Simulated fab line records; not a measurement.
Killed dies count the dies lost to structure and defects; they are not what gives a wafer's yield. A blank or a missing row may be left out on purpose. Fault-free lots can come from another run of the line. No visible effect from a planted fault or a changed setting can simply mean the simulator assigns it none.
Which tool did it? | flow nand-harc | 12 lots with 36 wafers sampled at 5 steps, on a route of 1159 steps

== WHAT THE GAUGES READ, wafer by wafer ==
NHARC_A_BONDPAD_THK_MEAS_30: measures by ellipsometry. Usual: 200.4 nm for thk-nm, sd 1.6.
lot  | measured     | on            | thk-nm (nm)       | flag
L608 | day 17 19:28 | film-metro-02 | 202.2 200.2 203.6 |
L611 | day 18 09:18 | film-metro-02 | 202.0 200.9 202.0 |
L609 | day 18 09:36 | film-metro-01 | 199.5 204.2 198.4 |
L610 | day 18 10:15 | film-metro-01 | 201.7 197.3 202.2 |
L613 | day 18 14:49 | film-metro-01 | 202.2 200.8 202.4 |
L612 | day 19 13:59 | film-metro-01 | 203.1 201.8 199.9 |
L617 | day 19 20:04 | film-metro-02 | 201.9 203.6 201.3 |
L616 | day 19 21:35 | film-metro-01 | 200.0 200.8 201.1 |
L619 | day 20 09:59 | film-metro-01 | 198.2 198.7 200.1 |
L618 | day 20 11:04 | film-metro-01 | 198.6 200.6 198.7 |
L621 | day 20 19:13 | film-metro-01 | 201.6 200.3 203.9 |
L620 | day 21 03:31 | film-metro-01 | 200.0 199.4 201.1 |

NHARC_END_SORT_01. Usual: defect-limited-yield 95.4 %, standard deviation 1.8; killed-at-array 27, standard deviation 11; killed-at-other 0.7, standard deviation 1.1; killed-at-periphery 3.4, standard deviation 2.1; killed-dies 31, standard deviation 12; killed-open 3.6, standard deviation 2; killed-short 2.0, standard deviation 1.3; sort_bin_2_pct 1.5 %, standard deviation 0.71; sort_bin_3_pct 0.25 %, standard deviation 0.22; sort_bin_4_pct 2.9 %, standard deviation 1.2; sort-n-pass 646, standard deviation 12; sort-rim-yield-pct 95.0 %, standard deviation 2.5; sort-yield-pct 95.4 %, standard deviation 1.8.
lot  | measured     | on        | defect-limited-yield (%) | killed-at-array | killed-at-other | killed-at-periphery | killed-dies | killed-open | killed-short | sort_bin_2_pct (%) | sort_bin_3_pct (%) | sort_bin_4_pct (%) | sort-n-pass | sort-rim-yield-pct (%) | sort-yield-pct (%) | flag
L608 | day 19 04:53 | prober-02 | 97.0 97.8 96.9           | 16 13 14        | 1 0 0           | 3 2 7               | 20 15 21    | 4 2 6       | 2 4 2        | 0.6 0 1.3          | 0.59 0.15 0        | 1.8 2.1 1.8        | 657 662 656 | 96.2 94.3 93.4         | 97.0 97.8 96.9     |
L619 | day 21 18:23 | prober-01 | 93.6 93.8 94.8           | 39 36 34        | 1 0 0           | 3 6 1               | 43 42 35    | 1 6 3       | 2 3 2        | 1.3 1.9 1.5        | 0.59 0.30 0.30     | 4.4 4.0 3.4        | 634 635 642 | 96.2 95.3 99.1         | 93.6 93.8 94.8     |
L621 | day 22 03:00 | prober-01 | 94.1 93.4 93.9           | 36 38 36        | 0 0 0           | 4 7 5               | 40 45 41    | 6 2 6       | 4 4 0        | 1.8 1.6 1.5        | 0.15 0.74 0.15     | 4.0 4.3 4.4        | 637 632 636 | 96.2 96.2 95.3         | 94.1 93.4 93.9     |

== TOOL THAT RAN EACH LOT (tool first, then ch and the chambers of the sampled wafers, then the start) ==
lot  | NHARC_A_BONDPAD_STRIP_15           | NHARC_A_BONDPAD_PRE_CLEAN_26            | NHARC_A_BONDPAD_CMP_19
L608 | rie-diel-12 ch 0,3, day 17 20:38   | pvd-sputter-01, day 17 22:17 or earlier | cmp-04 ch 0,1,3, day 17 22:17
L611 | rie-diel-09 ch 2,3, day 18 10:28   | pvd-sputter-02, day 18 12:08 or earlier | cmp-04 ch 1,2, day 18 12:08
L609 | rie-diel-09 ch 2,3, day 18 10:47   | pvd-sputter-03, day 18 12:26 or earlier | cmp-03 ch 0,1,3, day 18 12:26
L610 | rie-diel-09 ch 2,3, day 18 11:25   | pvd-sputter-01, day 18 13:12 or earlier | cmp-01 ch 0,3, day 18 13:12
L613 | rie-diel-12 ch 0,3, day 18 15:51   | pvd-sputter-02, day 18 17:29 or earlier | cmp-04 ch 1,3, day 18 17:29
L612 | rie-diel-09 ch 1,2, day 19 15:12   | pvd-sputter-01, day 19 16:53 or earlier | cmp-04 ch 1,2, day 19 16:53
L617 | rie-diel-09 ch 2,3, day 19 21:14   | pvd-sputter-02, day 19 23:04 or earlier | cmp-03 ch 0,1,2, day 19 23:04
L616 | rie-diel-09 ch 0,1,3, day 19 22:38 | pvd-sputter-02, day 20 00:23 or earlier | cmp-04 ch 0,1,3, day 20 00:23
L619 | rie-diel-09 ch 0,2,3, day 20 11:12 | pvd-sputter-02, day 20 13:34 or earlier | cmp-04 ch 0,1,2, day 20 13:34
L618 | rie-diel-09 ch 1,3, day 20 12:14   | pvd-sputter-01, day 20 13:55 or earlier | cmp-04 ch 1,2, day 20 13:55
L621 | rie-diel-09 ch 0,2, day 20 20:23   | pvd-sputter-03, day 20 22:05 or earlier | cmp-03 ch 0,2, day 20 22:05
L620 | rie-diel-09 ch 0,1,2, day 21 04:41 | pvd-sputter-02, day 21 06:22 or earlier | cmp-03 ch 0,1,2, day 21 06:22
- NHARC_A_BONDPAD_STRIP_15: strips in O2.
- NHARC_A_BONDPAD_PRE_CLEAN_26: time 30 s.
- NHARC_A_BONDPAD_CMP_19: polishes, t overpolish 30 s, cu recess touch 16 s, target thk 169.8 nm.

== WHAT THE TOOLS THEMSELVES READ (means of the sampled wafers that have a number; where no wafer has one, the mark that the record gives instead) ==
NHARC_A_BONDPAD_STRIP_15. Usual: chamber-pressure-mTorr 60.01 mTorr, standard deviation 0.059; drypump-motor-current-A 5.4 A, standard deviation 0.32; oes-product-au 0.999 a.u., standard deviation 0.012; rf-vpp-V 57.6 V, standard deviation 0.85; showerhead-plenum-p-Torr 3.43 Torr, standard deviation 0.1; throttle-valve-pct 17.036 %, standard deviation 0.011.
lot  | tool        | chamber-pressure-mTorr (mTorr) | drypump-motor-current-A (A) | oes-product-au (a.u.) | rf-vpp-V (V) | showerhead-plenum-p-Torr (Torr) | throttle-valve-pct (%) | flag
L608 | rie-diel-12 | 59.98                          | 6.0                         | 0.998                 | 56.8         | 3.42                            | 17.041                 |
L611 | rie-diel-09 | 59.96                          | 5.2                         | 0.995                 | 56.8         | 3.41                            | 17.051                 |
L609 | rie-diel-09 | 60.08                          | 5.4                         | 1.001                 | 57.4         | 3.49                            | 17.036                 |
L610 | rie-diel-09 | 59.96                          | 5.3                         | 1.004                 | 57.7         | 3.41                            | 17.036                 |
L613 | rie-diel-12 | 59.98                          | 5.7                         | 0.994                 | 56.7         | 3.46                            | 17.029                 |
L612 | rie-diel-09 | 60.03                          | 5.4                         | 0.991                 | 57.7         | 3.41                            | 17.035                 |
L617 | rie-diel-09 | 59.97                          | 5.3                         | 1.001                 | 57.0         | 3.41                            | 17.047                 |
L616 | rie-diel-09 | 60.02                          | 5.3                         | 1.001                 | 57.0         | 3.37                            | 17.035                 |
L619 | rie-diel-09 | 60.02                          | 5.4                         | 1.011                 | 56.9         | 3.44                            | 17.033                 |
L618 | rie-diel-09 | 60.00                          | 5.2                         | 0.990                 | 57.1         | 3.34                            | 17.035                 |
L621 | rie-diel-09 | 56.01                          | 5.6                         | 1.013                 | 57.1         | 3.47                            | 17.036                 | OFF
L620 | rie-diel-09 | 58.01                          | 5.5                         | 0.997                 | 57.8         | 3.44                            | 17.025                 | OFF

NHARC_A_BONDPAD_PRE_CLEAN_26. Usual: heater-power-w 404 W, standard deviation 54; susceptor-temp-C 280.00 C, standard deviation 0.19.
lot  | tool           | heater-power-w (W) | susceptor-temp-C (C) | flag
L608 | pvd-sputter-01 | 396                | 279.91               |
L611 | pvd-sputter-02 | 407                | 280.12               |
L609 | pvd-sputter-03 | 393                | 279.94               |
L610 | pvd-sputter-01 | 401                | 280.31               |
L613 | pvd-sputter-02 | 391                | 279.93               |
L612 | pvd-sputter-01 | 340                | 279.87               |
L617 | pvd-sputter-02 | 424                | 280.12               |
L616 | pvd-sputter-02 | 434                | 280.00               |
L619 | pvd-sputter-02 | 436                | -                    | OFF
L618 | pvd-sputter-01 | 384                | 280.18               |
L621 | pvd-sputter-03 | 382                | 279.86               |
L620 | pvd-sputter-02 | 439                | 280.03               |

NHARC_A_BONDPAD_CMP_19. Usual: motor-current-A 12.1 A, standard deviation 1.5; overpolish-run-s 30.001 s, standard deviation 0.0096.
lot  | tool   | motor-current-A (A) | overpolish-run-s (s) | flag
L608 | cmp-04 | 10.8                | 29.992               |
L611 | cmp-04 | 9.9                 | 29.994               |
L609 | cmp-03 | 12.4                | 30.004               |
L610 | cmp-01 | 13.5                | 30.011               |
L613 | cmp-04 | 10.3                | 29.993               |
L612 | cmp-04 | 9.8                 | 30.000               |
L617 | cmp-03 | 13.4                | 30.005               |
L616 | cmp-04 | 10.9                | 30.009               |
L619 | cmp-04 | 11.1                | 30.001               |
L618 | cmp-04 | 10.2                | 30.010               |
L621 | cmp-03 | 13.1                | 30.006               |
L620 | cmp-03 | 12.9                | 30.015               |

== THE ANSWER, worked out from the rows above alone ==
Rule: lot off if the mean of its wafers having a number is beyond 3 standard deviations from the usual mean. A lot without any number at a reading at which 4 lots or more have one is off too. All remaining lots with rows at the step are treated as sound. Order of review: gauges by route order, followed by the tools' own readings, for which a lot's mean as printed above is used. At the first step where some lot is off, the reading lying furthest off is the one used; lots without a number count as furthest.
Off at NHARC_A_BONDPAD_STRIP_15 (chamber-pressure-mTorr): L621, L620.
If a tool, at that step or one of the process steps before it, ran each lot that is off and ran no sound lot following the first of them, it fits. One fits: NHARC_A_BONDPAD_STRIP_15 on rie-diel-09. A fault onset in the window from L618 (day 20 12:14, its last sound lot) to L621 (day 20 20:23, its first lot off) fits.
The tool's own readings at NHARC_A_BONDPAD_STRIP_15 bear it out: on the lots that are off they differ by more than 5 times the standard deviation of the sound lots' means. chamber-pressure-mTorr reads 57.01 mTorr there against 60.00 mTorr on the sound lots.

== WHAT WAS PUT IN BY THE SIMULATOR ==
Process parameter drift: rie-diel-09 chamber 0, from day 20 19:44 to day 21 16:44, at NHARC_A_BONDPAD_STRIP_15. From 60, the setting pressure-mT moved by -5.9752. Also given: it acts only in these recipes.
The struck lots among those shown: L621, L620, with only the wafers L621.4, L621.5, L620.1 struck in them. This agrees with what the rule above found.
